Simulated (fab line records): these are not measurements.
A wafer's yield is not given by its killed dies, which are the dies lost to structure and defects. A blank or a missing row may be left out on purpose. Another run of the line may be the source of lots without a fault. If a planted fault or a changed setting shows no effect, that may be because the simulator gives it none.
fab line records	flow n5_finfet
record lots=7	wafers=39
route steps=1938 shown WELL_APT@55 DUMMY_GATE@228 SD_EPI_N@293 GATE_CUT@469 MOL_CONTACT_COAG@531
start_h: hours from the record's opening day to when the first of the lot's shown wafers began	wait_h: hours from the lot's prior step to this one	" unchanged from the row above	L1.1+2: a row that stands for several wafers	- no value, or no start was given	* or withheld: withheld	< > ~ a bound
route shown NAME@n: a module of which the file shows steps, and the number in the route of the first	usual: mean/standard deviation of fault-free wafers	same: alike in all rows	chamber/n: place in a boat	sites: per-site readings	_std_site: their standard deviation	_edge_site: the outer-site mean with the inner-site mean subtracted	radius_mm: for every site, how far away it sits from the centre of the wafer	mask NAME#n: copy n	behind: the tool/chamber that last shaped the wafer	hold: reason for holding the lot/hours on hold/outcome of the hold	device: names the non-switching transistor (n, p or np)	end of line: tests run on the same wafers once the route is complete	where a step has no rows: the recipe by itself	killed: dies that structure and defects cost at the first sort, which is not the same as the wafer's yield	map: the dies of a wafer, with x for killed, . for not killed, _ for no die there
set.NAME: the setting the step ran with; set.NAME@STEP: the setting that earlier step ran with	model.NAME: the simulator's own value behind a step, which no gauge read
one table per step and one row per wafer, for lots whose settings were changed on purpose
## steps
# step N5_WELL_APT_EPI_41
# recipe material=Si	target_thk_a=500	temp_c=650	precursor=SiH4/H2	pressure_torr=20	time_s=297.7
lot.wafer	tool	chamber	start_h	wait_h	set.target_thk_a	model.Si_of_WELL_APT_EPI_41.thk_nm
L075.1+6	epi_rpcvd-04	0	22.17	0.0	500	49.69
L075.2	"	0	"	"	500	49.07
L075.3	"	0	"	"	500	49.73
L075.4	"	0	"	"	500	49.44
L075.5	"	0	"	"	500	49.87
L079.1	epi_rpcvd-04	0	47.67	0.0	465.1	45.55
L079.2	"	0	"	"	500	49.08
L079.3	"	0	"	"	465.1	45.78
L079.4	"	0	"	"	465.1	45.71
L079.5	"	0	"	"	500	48.87
L079.6	"	0	"	"	500	48.39
L082.1	epi_rpcvd-03	0	64.04	0.0	500	49.49
L082.2	"	0	"	"	516.7	51.71
L082.3	"	0	"	"	516.7	51.37
L082.4	"	0	"	"	516.7	51.51
L082.5	"	0	"	"	500	49.47
L082.6	"	0	"	"	500	49.92
L088.1	epi_rpcvd-04	0	100.40	0.0	500	49.72
L088.2	"	0	"	"	500	49.28
L088.3	"	0	"	"	468.8	46.64
L088.4	"	0	"	"	500	49.46
L088.5	"	0	"	"	468.8	46.44
L088.6	"	0	"	"	468.8	46.34
L089.1	epi_rpcvd-03	0	106.10	0.0	488.7	48.45
L089.2	"	0	"	"	488.7	49.52
L089.3	"	0	"	"	488.7	48.74
L089.4	"	0	"	"	500	50.72
L089.5	"	0	"	"	500	50.53
L089.6	"	0	"	"	500	51.08
L090.3	epi_rpcvd-04	0	112.76	0.4	500	49.16
L090.4	"	0	"	"	500	50.13
L090.6	"	0	"	"	500	49.34
L091.1	epi_rpcvd-03	0	118.32	0.0	500	49.97
L091.2	"	0	"	"	514.7	51.14
L091.3	"	0	"	"	500	49.96
L091.4	"	0	"	"	514.7	51.24
L091.5	"	0	"	"	500	50.12
L091.6	"	0	"	"	514.7	52.08
# step N5_DUMMY_GATE_EXPOSE_12
# recipe mask_id=GATE	na=0.33	source_shape=annular	sigma_inner=0.2	sigma_outer=0.6	polarization=unpolarized	target_cd_nm=25	dose_mj=34
lot.wafer	tool	chamber	start_h	wait_h	mask	set.dose_mj
L075.1+2+3+4+5+6	euv_scanner-01	0	54.49	-	GATE#0	34
L079.1+2+6	euv_scanner-02	0	78.29	-	GATE#0	35.33
L079.3+4+5	"	0	"	"	GATE#0	34
L082.1+4+6	euv_scanner-01	0	93.27	-	GATE#0	34
L082.2+3+5	"	0	"	"	GATE#0	36.18
L088.1+2+3	euv_scanner-01	0	131.29	-	GATE#0	31.94
L088.4+5+6	"	0	"	"	GATE#0	34
L089.1+4+5	euv_scanner-01	0	134.93	-	GATE#0	32.45
L089.2+3+6	"	0	"	"	GATE#0	34
L090.3+4+6	euv_scanner-01	0	146.28	-	GATE#0	34
L091.1+2+3	euv_scanner-01	0	149.28	-	GATE#0	34
L091.4+5+6	"	0	"	"	GATE#0	35.84
# step N5_DUMMY_GATE_PEB_13
# recipe peb_temp_c=100	peb_time_s=60	resist=CAR-EUV
# step N5_DUMMY_GATE_DEVELOP_14
# recipe develop_time_s=30	developer=TMAH	resist=CAR-EUV	rinse_liquid=surfactant_rinse	dry=air_spin	dev_temp_c=23
# step N5_DUMMY_GATE_CD_MEAS_15
# recipe target_cd_nm=25.8	landing_energy_ev=500	detector=se_inlens
# usual cd_nm=24.99/0.27
lot.wafer	tool	chamber	start_h	wait_h	set.dose_mj@DUMMY_GATE_EXPOSE_12	cd_nm
L075.1	cd_sem-02	0	54.62	-	34	25.52
L075.2	"	0	"	"	34	25.20
L075.3	"	0	"	"	34	25.29
L075.4	"	0	"	"	34	25.09
L075.5	"	0	"	"	34	25.25
L075.6	"	0	"	"	34	24.98
L079.1	cd_sem-03	0	78.41	-	35.33	24.17
L079.2	"	0	"	"	35.33	24.31
L079.3	"	0	"	"	34	25.09
L079.4	"	0	"	"	34	24.93
L079.5	"	0	"	"	34	25.06
L079.6	"	0	"	"	35.33	24.35
L082.1	cd_sem-03	0	93.39	-	34	24.92
L082.2	"	0	"	"	36.18	23.82
L082.3	"	0	"	"	36.18	24.02
L082.4	"	0	"	"	34	25.15
L082.5	"	0	"	"	36.18	24.02
L082.6	"	0	"	"	34	25.31
L088.1	cd_sem-01	0	131.42	-	31.94	26.55
L088.2	"	0	"	"	31.94	26.36
L088.3	"	0	"	"	31.94	26.39
L088.4	"	0	"	"	34	25.21
L088.5	"	0	"	"	34	25.12
L088.6	"	0	"	"	34	25.24
L089.1	cd_sem-03	0	135.06	-	32.45	25.63
L089.2	"	0	"	"	34	25.18
L089.3	"	0	"	"	34	24.93
L089.4	"	0	"	"	32.45	25.56
L089.5	"	0	"	"	32.45	25.82
L089.6	"	0	"	"	34	24.85
L090.3	cd_sem-02	0	146.40	-	34	24.61
L090.4	"	0	"	"	34	24.79
L090.6	"	0	"	"	34	24.62
L091.1	cd_sem-02	0	149.41	-	34	24.99
L091.2	"	0	"	"	34	25.22
L091.3	"	0	"	"	34	25.10
L091.4	"	0	"	"	35.84	23.98
L091.5	"	0	"	"	35.84	24.27
L091.6	"	0	"	"	35.84	23.75
# step N5_DUMMY_GATE_ETCH_37
# recipe chemistry=N2/H2	target=SOC	target_depth_a=600	overetch_a=300	temp_c=40	ion_energy_ev=200	pressure_mtorr=30	source_w=840	bias_w=150	n2_flow_sccm=200	h2_flow_sccm=200
# usual rf_vpp_V=524.5/1.8
lot.wafer	tool	chamber	start_h	wait_h	set.source_w	rf_vpp_V
L075.1	rie_diel-04	0	54.90	0.0	840	524.7
L075.2	"	1	"	"	840	523.1
L075.3	"	2	"	"	840	525.2
L075.4	"	1	"	"	840	522.3
L075.5	"	0	"	"	840	524.4
L075.6	"	2	"	"	840	524.4
L079.1	rie_diel-02	0	78.83	0.0	840	521.1
L079.2	"	2	"	"	693	558.5
L079.3	"	3	"	"	840	526.5
L079.4	"	1	"	"	693	561.0
L079.5	"	1	"	"	693	559.7
L079.6	"	2	"	"	840	523.2
L082.1	rie_diel-02	1	93.67	0.0	774.3	541.5
L082.2	"	3	"	"	774.3	542.9
L082.3	"	2	"	"	840	525.3
L082.4	"	0	"	"	774.3	534.0
L082.5	"	3	"	"	840	525.3
L082.6	"	2	"	"	840	523.5
L088.1	rie_diel-04	2	131.70	0.0	729.5	551.1
L088.2	"	3	"	"	840	525.9
L088.3	"	0	"	"	729.5	548.8
L088.4	"	2	"	"	840	524.9
L088.5	"	3	"	"	840	524.2
L088.6	"	0	"	"	729.5	549.6
L089.1	rie_diel-04	0	135.34	0.0	840	524.6
L089.2	"	2	"	"	840	523.8
L089.3	"	3	"	"	840	525.0
L089.4	"	3	"	"	840	525.2
L089.5	"	0	"	"	840	524.0
L089.6	"	2	"	"	840	524.7
L090.3	rie_diel-05	0	146.68	0.0	840	525.9
L090.4	"	3	"	"	840	523.4
L090.6	"	2	"	"	840	526.5
L091.1	rie_diel-04	1	149.68	0.0	840	522.3
L091.2	"	2	"	"	840	524.9
L091.3	"	3	"	"	905.3	514.0
L091.4	"	0	"	"	905.3	511.4
L091.5	"	2	"	"	905.3	513.2
L091.6	"	3	"	"	840	525.4
# step N5_DUMMY_GATE_ETCH_42
# recipe chemistry=CHF3/O2	target=SiO2	target_depth_a=35	time_s=31	ion_energy_ev=30	bias_w=12	pressure_mtorr=30	source_w=600	Ar_flow_sccm=200	CHF3_flow_sccm=50	O2_flow_sccm=5
# usual rf_vpp_V=42.5/0.96
lot.wafer	tool	chamber	start_h	wait_h	set.bias_w	rf_vpp_V
L075.1	rie_diel-02	1	55.67	0.0	13.2	45.3
L075.2	"	3	"	"	13.2	45.1
L075.3	"	2	"	"	12	40.6
L075.4	"	0	"	"	13.2	43.9
L075.5	"	0	"	"	12	41.3
L075.6	"	1	"	"	12	41.9
L079.1	rie_diel-04	0	79.61	0.0	12	43.5
L079.2	"	2	"	"	12	43.4
L079.3	"	1	"	"	12	42.5
L079.4	"	0	"	"	14.02	49.3
L079.5	"	2	"	"	14.02	48.3
L079.6	"	1	"	"	14.02	48.8
L082.1	rie_diel-05	2	94.69	0.0	12	41.1
L082.2	"	1	"	"	12	42.0
L082.3	"	0	"	"	12	42.1
L082.4	"	1	"	"	12	41.8
L082.5	"	2	"	"	12	43.1
L082.6	"	0	"	"	12	42.8
L088.1	rie_diel-04	2	132.47	0.0	12	43.2
L088.2	"	0	"	"	12	42.2
L088.3	"	3	"	"	12.87	44.6
L088.4	"	2	"	"	12.87	44.6
L088.5	"	0	"	"	12.87	44.2
L088.6	"	3	"	"	12	43.0
L089.1	rie_diel-04	2	136.11	0.0	14.21	48.4
L089.2	"	0	"	"	12	40.3
L089.3	"	3	"	"	14.21	48.8
L089.4	"	2	"	"	12	43.1
L089.5	"	3	"	"	14.21	47.7
L089.6	"	0	"	"	12	40.8
L090.3	rie_diel-02	1	147.47	0.0	12	41.9
L090.4	"	3	"	"	12	42.7
L090.6	"	0	"	"	12	42.9
L091.1	rie_diel-05	1	150.46	0.0	12	41.5
L091.2	"	3	"	"	12	43.3
L091.3	"	0	"	"	12	43.1
L091.4	"	2	"	"	12	42.9
L091.5	"	2	"	"	12	43.4
L091.6	"	1	"	"	12	41.6
# step N5_SD_EPI_N_LINER_46
# recipe material=SiNx	target_thk_a=30	temp_c=400	ald_precursor_family=SiH2I2	ald_co_reactant=N2/H2-plasma	pressure_torr=2
lot.wafer	tool	chamber	start_h	wait_h	set.target_thk_a	model.SiNx_of_SD_EPI_N_LINER_46.thk_nm
L075.1+2+6	ald_sin-02	3,2,1	62.03	0.2	30	3
L075.3+4+5	"	0,1,0	"	"	32	3.2
L079.1+2+5	ald_sin-04	3,1,2	84.90	0.2	32.25	3.2
L079.3+4+6	"	2,0,3	"	"	30	3
L082.1+4+5	ald_sin-02	2,3,0	102.18	0.2	30	3
L082.2+3+6	"	1,0,3	"	"	26.22	2.6
L088.1+4+6	ald_sin-03	1,2,0	137.60	0.3	30	3
L088.2+3+5	"	3,0,3	"	"	33.74	3.4
L089.1+2+3+4+5+6	ald_sin-02	1,0,3,2,1,0	141.25	0.2	30	3
L090.3+4+6	ald_sin-02	0,1,2	153.71	0.1	30	3
L091.1+2+3+4+5+6	ald_sin-03	3,2,0,0,3,2	155.49	0.2	30	3
# step N5_GATE_CUT_ETCH_58
# recipe chemistry=CH3F/O2	target=SiNx	target_depth_a=170	time_s=128.6	ion_energy_ev=50	pressure_mtorr=30	source_w=415	bias_w=21	Ar_flow_sccm=150	CH3F_flow_sccm=30	O2_flow_sccm=20
# usual rf_vpp_V=99.2/0.94
lot.wafer	tool	chamber	start_h	wait_h	set.bias_w	rf_vpp_V	model.etch.depth_nm
L075.1	rie_diel-05	2	88.43	0.0	21	98.2	17.14
L075.2	"	1	"	"	21	100.3	17.49
L075.3	"	3	"	"	23.05	103.9	17.74
L075.4	"	0	"	"	23.05	106.2	17.84
L075.5	"	3	"	"	21	98.5	16.95
L075.6	"	2	"	"	23.05	104.5	17.78
L079.1	rie_diel-04	0	112.86	0.0	24.53	108.3	18.24
L079.2	"	3	"	"	21	99.7	17.23
L079.3	"	2	"	"	21	98.6	17.33
L079.4	"	0	"	"	24.53	109.5	18.25
L079.5	"	2	"	"	21	99.9	17.25
L079.6	"	3	"	"	24.53	109.3	18.36
L082.1	rie_diel-02	3	128.66	0.0	17.2	88.1	15.35
L082.2	"	1	"	"	21	100.6	16.35
L082.3	"	0	"	"	17.2	85.3	14.96
L082.4	"	2	"	"	17.2	85.8	15.34
L082.5	"	0	"	"	21	97.0	16.24
L082.6	"	1	"	"	21	99.2	16.23
L088.1	rie_diel-04	3	165.93	0.0	22.28	103.8	17.53
L088.2	"	1	"	"	21	99.5	17.32
L088.3	"	2	"	"	21	99.8	17.5
L088.4	"	0	"	"	21	98.9	17.05
L088.5	"	0	"	"	22.28	103.7	17.62
L088.6	"	1	"	"	22.28	101.1	17.8
L089.1	rie_diel-04	3	168.55	0.0	21	98.7	17.37
L089.2	"	0	"	"	21	99.5	17.29
L089.3	"	1	"	"	22.48	102.3	18.14
L089.4	"	2	"	"	22.48	104.7	18.17
L089.5	"	0	"	"	22.48	102.3	17.84
L089.6	"	1	"	"	21	98.8	17.64
L091.1	rie_diel-04	0	182.40	0.0	21	98.8	17.02
L091.2	"	1	"	"	18.71	91.5	16.42
L091.3	"	2	"	"	21	99.0	17.41
L091.4	"	3	"	"	21	100.3	17.06
L091.5	"	1	"	"	18.71	92.0	16.46
L091.6	"	0	"	"	18.71	92.6	16.35
L090.3	rie_diel-04	3	183.31	0.0	21	102.0	16.86
L090.4	"	0	"	"	21	100.4	16.9
L090.6	"	2	"	"	21	100.1	17.38
# step N5_MOL_CONTACT_COAG_ETCH_105
# recipe chemistry=CF4	target=SiARC	target_depth_a=156	mask_material=CAR-EUV	time_s=26	ion_energy_ev=80	pressure_mtorr=40	source_w=545	bias_w=36	Ar_flow_sccm=100	cf4_flow_sccm=100	ends=cleared
# usual rf_vpp_V=184.4/1.2
lot.wafer	tool	chamber	start_h	wait_h	set.bias_w	rf_vpp_V
L075.1	rie_diel-03	3	97.37	0.0	36	184.2
L075.2	"	2	"	"	36	183.6
L075.3	"	1	"	"	36	185.8
L075.4	"	0	"	"	38.26	191.0
L075.5	"	2	"	"	38.26	193.6
L075.6	"	3	"	"	38.26	190.4
L079.1	rie_diel-03	3	120.49	0.0	33.62	176.1
L079.2	"	1	"	"	36	185.9
L079.3	"	2	"	"	33.62	177.2
L079.4	"	0	"	"	36	184.0
L079.5	"	1	"	"	33.62	176.7
L079.6	"	2	"	"	36	182.4
L082.1	rie_diel-01	1	135.87	0.0	36	183.0
L082.2	"	2	"	"	36	184.9
L082.3	"	3	"	"	42.91	205.2
L082.4	"	3	"	"	42.91	206.3
L082.5	"	2	"	"	36	186.1
L082.6	"	1	"	"	42.91	204.6
L088.1	rie_diel-01	0	173.55	0.0	36	185.8
L088.2	"	2	"	"	38.67	192.4
L088.3	"	1	"	"	36	183.8
L088.4	"	0	"	"	38.67	194.7
L088.5	"	1	"	"	38.67	191.0
L088.6	"	2	"	"	36	185.8
L089.1	rie_diel-03	0	175.89	0.0	33.39	177.6
L089.2	"	3	"	"	36	183.4
L089.3	"	2	"	"	33.39	175.1
L089.4	"	1	"	"	33.39	176.2
L089.5	"	1	"	"	36	184.3
L089.6	"	2	"	"	36	184.2
L091.1	rie_diel-06	3	190.29	0.0	36	186.9
L091.2	"	2	"	"	38.1	190.4
L091.3	"	1	"	"	38.1	190.1
L091.4	"	0	"	"	36	183.8
L091.5	"	1	"	"	38.1	192.0
L091.6	"	2	"	"	36	183.8
L090.3	rie_diel-06	2	191.17	0.0	36	182.7
L090.4	"	1	"	"	36	183.5
L090.6	"	3	"	"	36	185.7
## key
split step=N5_WELL_APT_EPI_41	setting=target_thk_a	stated=500	by=wafer
response step=N5_WELL_APT_EPI_41	reading=model.Si_of_WELL_APT_EPI_41.thk_nm	change=+0.492	per=1%	r=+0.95
split step=N5_DUMMY_GATE_EXPOSE_12	setting=dose_mj	stated=34	by=wafer
response step=N5_DUMMY_GATE_CD_MEAS_15	reading=cd_nm	change=-0.189	per=1%	r=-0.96
split step=N5_DUMMY_GATE_ETCH_37	setting=source_w	stated=840	by=wafer
response step=N5_DUMMY_GATE_ETCH_37	reading=rf_vpp_V	change=-1.93	per=1%	r=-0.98
split step=N5_DUMMY_GATE_ETCH_42	setting=bias_w	stated=12	by=wafer
response step=N5_DUMMY_GATE_ETCH_42	reading=rf_vpp_V	change=+0.348	per=1%	r=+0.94
split step=N5_SD_EPI_N_LINER_46	setting=target_thk_a	stated=30	by=wafer
response step=N5_SD_EPI_N_LINER_46	reading=model.SiNx_of_SD_EPI_N_LINER_46.thk_nm	change=+0.031	per=1%	r=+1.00
split step=N5_GATE_CUT_ETCH_58	setting=bias_w	stated=21	by=wafer
response step=N5_GATE_CUT_ETCH_58	reading=rf_vpp_V	change=+0.632	per=1%	r=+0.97
response step=N5_GATE_CUT_ETCH_58	reading=model.etch.depth_nm	change=+0.0622	per=1%	r=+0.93
split step=N5_MOL_CONTACT_COAG_ETCH_105	setting=bias_w	stated=36	by=wafer
response step=N5_MOL_CONTACT_COAG_ETCH_105	reading=rf_vpp_V	change=+1.08	per=1%	r=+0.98
